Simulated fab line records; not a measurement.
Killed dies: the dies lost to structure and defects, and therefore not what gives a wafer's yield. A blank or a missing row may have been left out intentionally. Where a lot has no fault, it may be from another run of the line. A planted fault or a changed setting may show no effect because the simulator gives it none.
Which tool did it? ; flow n5Finfet ; Sampling: 22 lots, 66 wafers, 6 of 1938 route steps

== WHAT THE GAUGES SHOWED, per wafer ==
Not one reading of a measure or inspect step in the record can be checked against a usual standard deviation.

== WHICH TOOL RAN EACH LOT (tool, then ch and the chambers of the sampled wafers, then the start) ==
lot;N5_PMOS_HMC_CHANNEL_EPI_STRIP_33;N5_FIN_SAQP_PECVD_48;N5_FIN_SAQP_DESCUM_21;N5_FIN_CUT_CUT_ETCH_28;N5_STI_FIN_REVEAL_ALD_00;N5_STI_FIN_REVEAL_STRIP_24
L074;rieDiel-01 ch 0,2, day 1 17:58;pecvd-01 ch 1,2, day 1 21:46;rieDiel-06 ch 1,2,3, day 1 22:30;rieSi-02 ch 1,2,3, day 2 04:19;aldSin-02 ch 0,1, day 2 04:54;rieDiel-06 ch 0,2, day 2 10:49
L075;rieDiel-02 ch 0,1,3, day 2 00:05;pecvd-01 ch 0,1, day 2 04:30;rieDiel-05 ch 2,3, day 2 05:07;rieSi-02 ch 0,2,3, day 2 10:45;aldSin-02 ch 0,1,2, day 2 11:01;rieDiel-06 ch 0,1,3, day 2 17:43
L076;rieDiel-01 ch 2,3, day 2 05:48;pecvd-04 ch 0,1, day 2 09:42;rieDiel-05 ch 0,2,3, day 2 10:25;rieSi-03 ch 2,3, day 2 16:35;aldSin-04 ch 0,1, day 2 16:51;rieDiel-06 ch 1,2,3, day 2 23:07
L077;rieDiel-02 ch 0,1,3, day 2 12:10;pecvd-03 ch 0,1, day 2 15:38;rieDiel-04 ch 0,1,2, day 2 16:20;rieSi-02 ch 0,3, day 2 22:01;aldSin-04 ch 1,2, day 2 23:25;rieDiel-04 ch 1,2, day 3 05:56
L078;rieDiel-03 ch 0,1, day 2 17:52;pecvd-01 ch 0,1,2, day 2 21:49;rieDiel-06 ch 1,2, day 2 22:31;rieSi-03 ch 0,1,2, day 3 03:55;aldSin-02 ch 1,2, day 3 04:38;rieDiel-05 ch 0,3, day 3 10:22
L079;rieDiel-02 ch 0,1,2, day 3 00:31;pecvd-01 ch 0,1, day 3 05:07;rieDiel-05 ch 0,1,2, day 3 05:49;rieSi-02 ch 0,1,2, day 3 11:14;aldSin-02 ch 1,3, day 3 11:30;rieDiel-05 ch 0,1,3, day 3 17:13
L080;rieDiel-03 ch 1,3, day 3 05:48;pecvd-01 ch 0,1, day 3 09:14;rieDiel-05 ch 0,3, day 3 09:58;rieSi-03 ch 0,2,3, day 3 15:26;aldSin-01 ch 0,2, day 3 15:41;rieDiel-04 ch 0,3, day 3 21:41
L081;rieDiel-03 ch 1,2, day 3 11:45;pecvd-04 ch 0,2, day 3 15:34;rieDiel-05 ch 0,2, day 3 16:17;rieSi-03 ch 0,3, day 3 21:40;aldSin-01 ch 1,3, day 3 21:55;rieDiel-06 ch 2,3, day 4 03:35
L082;rieDiel-02 ch 1,3, day 3 17:43;pecvd-04 ch 0,1,2, day 3 21:03;rieDiel-04 ch 0,2,3, day 3 21:55;rieSi-03 ch 0,1,2, day 4 04:42;aldSin-02 ch 0,2,3, day 4 04:59;rieDiel-05 ch 0,1, day 4 10:40
L083;rieDiel-03 ch 2,3, day 3 23:30;pecvd-04 ch 0,2, day 4 03:28;rieDiel-05 ch 0,1, day 4 04:04;rieSi-06 ch 0,1,2, day 4 09:23;aldSin-04 ch 0,1,2, day 4 09:53;rieDiel-04 ch 2,3, day 4 15:49
L084;rieDiel-01 ch 0,2, day 4 05:08;pecvd-01 ch 0,1,2, day 4 08:26;rieDiel-04 ch 0,1, day 4 09:11;rieSi-03 ch 2,3, day 4 15:32;aldSin-01 ch 0,1,2, day 4 17:06;rieDiel-06 ch 1,2, day 4 22:50
L085;rieDiel-01 ch 0,2,3, day 4 11:18;pecvd-01 ch 0,1,2, day 4 14:41;rieDiel-04 ch 0,2,3, day 4 15:23;rieSi-06 ch 0,1,3, day 4 21:53;aldSin-04 ch 0,2,3, day 4 23:44;rieDiel-05 ch 0,1, day 5 05:24
L086;rieDiel-03 ch 0,3, day 4 17:26;pecvd-01 ch 0,1,2, day 4 20:44;rieDiel-04 ch 0,1, day 4 21:19;rieSi-06 ch 2,3, day 5 03:31;aldSin-01 ch 1,2,3, day 5 04:52;rieDiel-06 ch 0,1,3, day 5 10:32
L088;rieDiel-03 ch 2,3, day 5 05:14;pecvd-04 ch 0,1, day 5 08:34;rieDiel-06 ch 0,2, day 5 09:49;rieSi-06 ch 0,2,3, day 5 16:22;aldSin-04 ch 0,2,3, day 5 16:40;rieDiel-05 ch 1,3, day 5 22:35
L089;rieDiel-03 ch 1,2,3, day 5 12:04;pecvd-03 ch 0,1,2, day 5 15:30;rieDiel-06 ch 0,1,3, day 5 16:05;rieSi-06 ch 1,2,3, day 5 21:44;aldSin-04 ch 0,2,3, day 5 22:00;rieDiel-05 ch 0,1,3, day 6 03:43
L090;rieDiel-02 ch 1,2,3, day 5 17:44;pecvd-04 ch 0,1, day 5 21:50;rieDiel-05 ch 0,3, day 5 22:41;rieSi-03 ch 2,3, day 6 05:29;aldSin-01 ch 0,1,2, day 6 05:46;rieDiel-04 ch 1,2, day 6 11:27
L091;rieDiel-02 ch 1,2,3, day 6 00:20;pecvd-03 ch 0,2, day 6 03:49;rieDiel-04 ch 0,1, day 6 05:26;rieSi-02 ch 1,3, day 6 11:00;aldSin-02 ch 0,1, day 6 11:38;rieDiel-06 ch 0,1,3, day 7 19:46
L092;rieDiel-02 ch 1,2,3, day 6 05:46;pecvd-03 ch 0,1,2, day 6 09:31;rieDiel-05 ch 0,1,3, day 6 10:20;rieSi-03 ch 0,2,3, day 6 16:48;aldSin-04 ch 1,2,3, day 6 17:04;rieDiel-04 ch 0,1,3, day 7 22:20
L093;rieDiel-02 ch 0,1,3, day 6 11:33;pecvd-04 ch 0,2, day 6 15:23;rieDiel-05 ch 0,2,3, day 6 17:01;rieSi-02 ch 0,1,2, day 6 22:59;aldSin-01 ch 1,2,3, day 6 23:15;rieDiel-05 ch 1,2, day 7 22:14
L095;rieDiel-02 ch 0,2,3, day 6 23:13;pecvd-03 ch 0,1, day 7 02:49;rieDiel-04 ch 0,1,3, day 7 03:43;rieSi-06 ch 0,2, day 7 09:21;aldSin-01 ch 0,1,2, day 7 09:37;rieDiel-06 ch 0,2,3, day 7 23:56
L096;rieDiel-03 ch 0,1,2, day 7 06:03;pecvd-03 ch 0,2, day 7 09:47;rieDiel-05 ch 1,2,3, day 7 10:39;rieSi-02 ch 1,3, day 7 15:55;aldSin-02 ch 1,2,3, day 7 16:11;rieDiel-06 ch 0,2, day 8 02:10
L097;rieDiel-01 ch 0,2,3, day 7 13:28;pecvd-04 ch 1,2, day 7 17:02;rieDiel-06 ch 1,2,3, day 7 17:47;rieSi-03 ch 0,2,3, day 8 00:34;aldSin-01 ch 1,2,3, day 8 01:25;rieDiel-05 ch 0,1,3, day 8 07:19
- N5_PMOS_HMC_CHANNEL_EPI_STRIP_33: strips in N2/H2.
- N5_FIN_SAQP_PECVD_48: deposits SiNx from SiH4/NH3/N2, target thk 25 nm, time 22.1 s.
- N5_FIN_SAQP_DESCUM_21: chemistry O2, time 7.9 s.
- N5_FIN_CUT_CUT_ETCH_28: etches Si in HBr/Cl2/O2, target depth 6 nm, time 2.4 s.
- N5_STI_FIN_REVEAL_ALD_00: deposits SiO2, target thk 1 nm, pulse time 1 s.
- N5_STI_FIN_REVEAL_STRIP_24: strips in N2/H2, time 90 s.

== AS READ BY THE TOOLS THEMSELVES (means over the sampled wafers that have a number; for cases with no such wafer, the mark the record gives instead) ==
N5_PMOS_HMC_CHANNEL_EPI_STRIP_33. Usual: drypumpMotorCurrentA 5.9 A, standard deviation 0.53; h2FlowSccm 300.1 sccm, standard deviation 0.85; oesProductAu 0.75 a.u., standard deviation 0.079; rfVppV 54.3 V, standard deviation 1.7; showerheadPlenumPTorr 3.35 Torr, standard deviation 0.099; throttleValvePct 18.92 %, standard deviation 0.26.
lot;tool;drypumpMotorCurrentA (A);h2FlowSccm (sccm);oesProductAu (a.u.);rfVppV (V);showerheadPlenumPTorr (Torr);throttleValvePct (%);flag
L074;rieDiel-01;6.2;299.8;0.81;55.2;3.44;18.83;
L075;rieDiel-02;5.7;300.5;0.71;53.0;3.25;19.06;
L076;rieDiel-01;5.5;299.8;0.70;54.8;3.36;18.67;
L077;rieDiel-02;5.7;299.8;0.71;54.3;3.25;19.06;
L078;rieDiel-03;5.7;300.1;0.79;55.0;3.46;19.09;
L079;rieDiel-02;5.8;300.4;0.71;53.7;3.28;18.98;
L080;rieDiel-03;6.2;299.8;0.73;56.3;3.48;19.08;
L081;rieDiel-03;6.0;299.5;0.77;53.9;3.46;19.12;
L082;rieDiel-02;5.5;299.8;0.72;54.5;3.21;19.14;
L083;rieDiel-03;6.4;300.3;0.72;54.5;3.42;18.73;
L084;rieDiel-01;5.9;300.1;0.92;55.7;3.44;18.73;
L085;rieDiel-01;5.9;300.0;0.83;52.8;3.39;18.65;
L086;rieDiel-03;6.1;301.1;0.73;55.3;3.42;18.71;
L088;rieDiel-03;6.1;299.7;0.74;54.8;3.40;18.80;
L089;rieDiel-03;6.2;300.4;0.74;54.6;3.44;18.95;
L090;rieDiel-02;5.9;301.0;0.70;52.2;3.24;19.15;
L091;rieDiel-02;5.9;300.8;0.69;52.6;3.24;19.16;
L092;rieDiel-02;5.9;299.6;0.70;55.3;3.24;19.15;
L093;rieDiel-02;5.7;300.3;0.79;55.2;3.23;18.99;
L095;rieDiel-02;6.1;299.9;0.78;55.0;3.27;18.99;
L096;rieDiel-03;5.6;300.6;0.76;54.0;3.41;18.97;
L097;rieDiel-01;5.8;300.0;0.79;52.7;3.38;18.68;

N5_FIN_SAQP_PECVD_48. Usual: heaterPowerW 803 W, standard deviation 100; showerheadPlenumPTorr 5.16 Torr, standard deviation 0.076; throttleValvePct 40.3 %, standard deviation 1.9.
lot;tool;heaterPowerW (W);showerheadPlenumPTorr (Torr);throttleValvePct (%);flag
L074;pecvd-01;786;5.20;38.8;
L075;pecvd-01;798;5.10;40.2;
L076;pecvd-04;916;5.08;43.7;
L077;pecvd-03;762;5.18;38.7;
L078;pecvd-01;782;5.15;39.6;
L079;pecvd-01;778;5.11;40.4;
L080;pecvd-01;807;5.16;40.1;
L081;pecvd-04;867;5.06;42.4;
L082;pecvd-04;873;5.14;41.8;
L083;pecvd-04;904;5.12;40.5;
L084;pecvd-01;770;5.16;39.6;
L085;pecvd-01;791;5.15;39.7;
L086;pecvd-01;778;5.16;39.7;
L088;pecvd-04;863;5.08;43.6;
L089;pecvd-03;722;5.20;39.5;
L090;pecvd-04;948;5.07;43.8;
L091;pecvd-03;677;5.20;39.6;
L092;pecvd-03;751;5.20;39.4;
L093;pecvd-04;930;5.06;42.7;
L095;pecvd-03;731;5.18;38.8;
L096;pecvd-03;727;5.21;40.0;
L097;pecvd-04;813;5.20;39.7;

N5_FIN_SAQP_DESCUM_21. Usual: drypumpMotorCurrentA 5.6 A, standard deviation 0.49; oesProductAu 0.78 a.u., standard deviation 0.075; rfVppV 243.2 V, standard deviation 1.4; showerheadPlenumPTorr 2.10 Torr, standard deviation 0.082; throttleValvePct 20.44 %, standard deviation 0.27.
lot;tool;drypumpMotorCurrentA (A);oesProductAu (a.u.);rfVppV (V);showerheadPlenumPTorr (Torr);throttleValvePct (%);flag
L074;rieDiel-06;5.6;0.78;243.9;2.12;20.39;
L075;rieDiel-05;5.5;0.72;243.1;2.11;20.56;
L076;rieDiel-05;5.7;0.74;242.5;2.05;20.42;
L077;rieDiel-04;5.5;0.83;244.8;2.15;20.21;
L078;rieDiel-06;5.5;0.77;242.8;2.05;20.32;
L079;rieDiel-05;5.6;0.74;242.5;2.05;20.46;
L080;rieDiel-05;5.8;0.74;243.1;2.12;20.58;
L081;rieDiel-05;5.6;0.72;241.8;1.98;20.28;
L082;rieDiel-04;5.5;0.85;241.8;2.09;20.37;
L083;rieDiel-05;5.5;0.74;243.6;2.12;20.65;
L084;rieDiel-04;5.2;0.84;243.2;2.14;20.09;
L085;rieDiel-04;5.4;0.83;243.0;2.09;20.38;
L086;rieDiel-04;5.5;0.79;243.3;2.15;20.09;
L088;rieDiel-06;5.3;0.81;243.0;2.13;20.20;
L089;rieDiel-06;5.9;0.86;243.2;2.15;20.47;
L090;rieDiel-05;6.2;0.74;242.5;2.05;20.46;
L091;rieDiel-04;5.5;0.78;243.6;2.15;20.12;
L092;rieDiel-05;5.7;0.72;244.2;2.11;20.66;
L093;rieDiel-05;5.7;0.81;244.7;2.13;20.35;
L095;rieDiel-04;5.5;0.79;243.0;2.09;20.28;
L096;rieDiel-05;5.3;0.78;244.2;2.18;20.54;
L097;rieDiel-06;5.6;0.75;243.1;2.10;20.46;

N5_FIN_CUT_CUT_ETCH_28. Usual: drypumpMotorCurrentA 5.8 A, standard deviation 0.47; oesProductAu 1.000 a.u., standard deviation 0.014; throttleValvePct 37.17 %, standard deviation 0.28.
lot;tool;drypumpMotorCurrentA (A);oesProductAu (a.u.);throttleValvePct (%);flag
L074;rieSi-02;5.8;0.992;37.42;
L075;rieSi-02;6.0;0.995;37.25;
L076;rieSi-03;6.3;0.990;37.27;
L077;rieSi-02;5.8;1.002;37.21;
L078;rieSi-03;5.9;1.000;37.11;
L079;rieSi-02;5.8;0.994;37.42;
L080;rieSi-03;6.3;0.998;37.25;
L081;rieSi-03;6.4;1.006;37.35;
L082;rieSi-03;5.9;1.003;37.10;
L083;rieSi-06;5.5;1.008;36.93;
L084;rieSi-03;6.2;0.993;37.16;
L085;rieSi-06;5.4;1.000;37.02;
L086;rieSi-06;5.4;1.016;36.89;
L088;rieSi-06;5.4;0.999;36.83;
L089;rieSi-06;5.3;1.010;37.09;
L090;rieSi-03;6.2;0.987;37.27;
L091;rieSi-02;5.6;1.002;37.38;
L092;rieSi-03;6.3;0.999;37.24;
L093;rieSi-02;5.8;0.993;37.42;
L095;rieSi-06;5.5;1.002;36.65;
L096;rieSi-02;5.3;1.002;37.55;
L097;rieSi-03;6.3;0.997;37.26;

N5_STI_FIN_REVEAL_ALD_00. Usual: heaterPowerW 487 W, standard deviation 57; precursorPulseHeightRel 0.999, standard deviation 0.019.
lot;tool;heaterPowerW (W);precursorPulseHeightRel;flag
L074;aldSin-02;454;0.997;
L075;aldSin-02;500;0.998;
L076;aldSin-04;427;1.017;
L077;aldSin-04;551;0.974;
L078;aldSin-02;544;1.009;
L079;aldSin-02;546;1.017;
L080;aldSin-01;473;0.977;
L081;aldSin-01;466;0.996;
L082;aldSin-02;478;0.999;
L083;aldSin-04;499;0.984;
L084;aldSin-01;467;1.002;
L085;aldSin-04;484;0.987;
L086;aldSin-01;473;0.991;
L088;aldSin-04;474;0.991;
L089;aldSin-04;477;0.992;
L090;aldSin-01;469;1.007;
L091;aldSin-02;520;0.994;
L092;aldSin-04;508;0.997;
L093;aldSin-01;471;0.998;
L095;aldSin-01;478;0.987;
L096;aldSin-02;542;1.010;
L097;aldSin-01;474;1.018;

N5_STI_FIN_REVEAL_STRIP_24. Usual: drypumpMotorCurrentA 5.6 A, standard deviation 0.47; h2FlowSccm 300.0 sccm, standard deviation 0.84; oesProductAu 0.77 a.u., standard deviation 0.073; rfVppV 45.4 V, standard deviation 0.8; showerheadPlenumPTorr 3.39 Torr, standard deviation 0.13; throttleValvePct 12.20 %, standard deviation 0.21.
lot;tool;drypumpMotorCurrentA (A);h2FlowSccm (sccm);oesProductAu (a.u.);rfVppV (V);showerheadPlenumPTorr (Torr);throttleValvePct (%);flag
L074;rieDiel-06;5.5;300.2;0.70;45.9;3.26;12.49;
L075;rieDiel-06;5.9;299.3;0.78;44.6;3.35;12.31;
L076;rieDiel-06;5.6;299.7;0.79;45.9;3.40;12.07;
L077;rieDiel-04;5.8;299.0;0.81;45.6;3.47;12.14;
L078;rieDiel-05;5.8;299.9;0.74;45.5;3.40;12.28;
L079;rieDiel-05;5.7;300.0;0.75;45.4;3.40;12.29;
L080;rieDiel-04;5.1;300.0;0.86;45.2;3.36;11.98;
L081;rieDiel-06;5.7;300.0;0.79;45.8;3.49;12.08;
L082;rieDiel-05;5.6;300.4;0.75;45.5;3.40;12.32;
L083;rieDiel-04;5.8;299.7;0.81;45.5;3.31;12.21;
L084;rieDiel-06;5.5;299.7;0.75;44.8;3.29;12.13;
L085;rieDiel-05;6.0;300.2;0.75;45.3;3.33;12.23;
L086;rieDiel-06;5.9;299.7;0.86;46.0;3.48;12.13;
L088;rieDiel-05;5.3;301.1;0.70;44.6;3.46;12.47;
L089;rieDiel-05;5.7;300.7;0.72;45.2;3.39;12.35;
L090;rieDiel-04;5.9;299.9;0.76;45.2;3.48;12.14;
L091;rieDiel-06;5.9;300.2;0.83;46.3;3.47;12.19;
L092;rieDiel-04;5.5;300.3;0.79;45.4;3.37;12.10;
L093;rieDiel-05;5.2;299.3;0.86;45.9;3.52;11.90;
L095;rieDiel-06;5.6;300.5;0.80;45.4;3.49;12.17;
L096;rieDiel-06;5.3;300.2;0.76;46.4;3.42;12.15;
L097;rieDiel-05;5.7;300.0;0.71;45.5;3.38;12.39;

== THE ANSWER, worked out from the rows above alone ==
Rule: a lot counts as off when the mean over its wafers that have a number is more than 3 standard deviations away from the usual mean. A lot without any number at a reading at which 4 lots or more have one is off too. All remaining lots with rows at the step are treated as sound. The gauges are gone through in route order, then the tools' own readings, and for those a lot's mean is taken as printed above. The first step at which some lot is off is used, and at that step the reading that is off furthest; a lot without a number counts as furthest.
Nothing can be told from this: no lot is off at any reading shown.

== WHAT THE SIMULATOR HAD INSERTED ==
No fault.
